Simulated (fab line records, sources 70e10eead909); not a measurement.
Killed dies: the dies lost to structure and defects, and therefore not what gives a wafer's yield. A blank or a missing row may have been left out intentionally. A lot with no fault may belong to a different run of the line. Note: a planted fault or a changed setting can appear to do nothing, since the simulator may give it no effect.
Chamber matching :: flow nand harc :: NHARC_P_M2_PRE_CLEAN_32 on pecvd-01 has 3 sister chambers
The step time 12 s. 16 wafers are shown with their chamber, then 8 later ones without.

## WAFERS WITH THEIR CHAMBER
wafer: L077.1
chamber: 0
heater power w (W): 687
heater power outer w (W): 389

wafer: L077.2
chamber: 1
heater power w (W): 590
heater power outer w (W): 371

wafer: L077.3
chamber: 2
heater power w (W): 701
heater power outer w (W): 378

wafer: L083.1
chamber: 1
heater power w (W): 572
heater power outer w (W): 362

wafer: L083.3
chamber: 2
heater power w (W): 723
heater power outer w (W): 405

wafer: L083.6
chamber: 0
heater power w (W): 624
heater power outer w (W): 338

wafer: L084.1
chamber: 1
heater power w (W): 654
heater power outer w (W): 417

wafer: L084.2
chamber: 0
heater power w (W): 728
heater power outer w (W): 422

wafer: L084.3
chamber: 2
heater power w (W): 660
heater power outer w (W): 350

wafer: L085.1
chamber: 2
heater power w (W): 672
heater power outer w (W): 370

wafer: L085.2
chamber: 1
heater power w (W): 597
heater power outer w (W): 367

wafer: L085.5
chamber: 0
heater power w (W): 637
heater power outer w (W): 347

wafer: L089.1
chamber: 2
heater power w (W): 674
heater power outer w (W): 364

wafer: L089.2
chamber: 1
heater power w (W): 647
heater power outer w (W): 423

wafer: L089.3
chamber: 0
heater power w (W): 621
heater power outer w (W): 340

wafer: L088.2
chamber: 0
heater power w (W): 701
heater power outer w (W): 432

SIGNATURES, as means of the wafers listed above
reading: heater power w
chamber 0: 666.33
chamber 1: 612.00
chamber 2: 686.00
scatter within a chamber: 37.3

reading: heater power outer w
chamber 0: 378.00
chamber 1: 388.00
chamber 2: 373.40
scatter within a chamber: 33
Rule: a wafer lies at a distance from a chamber equal to the root of the sum of squares, over the readings, of (its reading less the chamber's mean, divided by the reading's scatter). If the next closest chamber is less than 2 further off than the closest, the wafer can't be placed; otherwise it belongs to the closest. The scatter: take each reading less its chamber's mean, square it, sum over the shown wafers, divide by the number of wafers less the number of chambers, and take the root.

## WAFERS WITHOUT THEIR CHAMBER
wafer: L088.3
heater power w (W): 696
heater power outer w (W): 384

wafer: L088.5
heater power w (W): 698
heater power outer w (W): 373

wafer: L090.3
heater power w (W): 702
heater power outer w (W): 393

wafer: L090.5
heater power w (W): 632
heater power outer w (W): 355

wafer: L090.6
heater power w (W): 709
heater power outer w (W): 387

wafer: L094.1
heater power w (W): 564
heater power outer w (W): 372

wafer: L094.3
heater power w (W): 757
heater power outer w (W): 463

wafer: L094.4
heater power w (W): 649
heater power outer w (W): 349

## WHICH CHAMBER EACH WENT THROUGH
wafer: L088.3
from the rows above: can't be placed: 2 or 0 or 1
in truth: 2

wafer: L088.5
from the rows above: can't be placed: 2 or 0
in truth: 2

wafer: L090.3
from the rows above: can't be placed: 2 or 0 or 1
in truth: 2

wafer: L090.5
from the rows above: can't be placed: 1 or 0 or 2
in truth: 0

wafer: L090.6
from the rows above: can't be placed: 2 or 0 or 1
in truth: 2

wafer: L094.1
from the rows above: can't be placed: 1 or 0 or 2
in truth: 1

wafer: L094.3
from the rows above: can't be placed: 2 or 0 or 1
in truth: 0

wafer: L094.4
from the rows above: can't be placed: 0 or 2 or 1
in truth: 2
0 of 8 placed correctly. These rows do not allow placing 8 (true chamber among the candidates in 8). 0 placed wrongly.
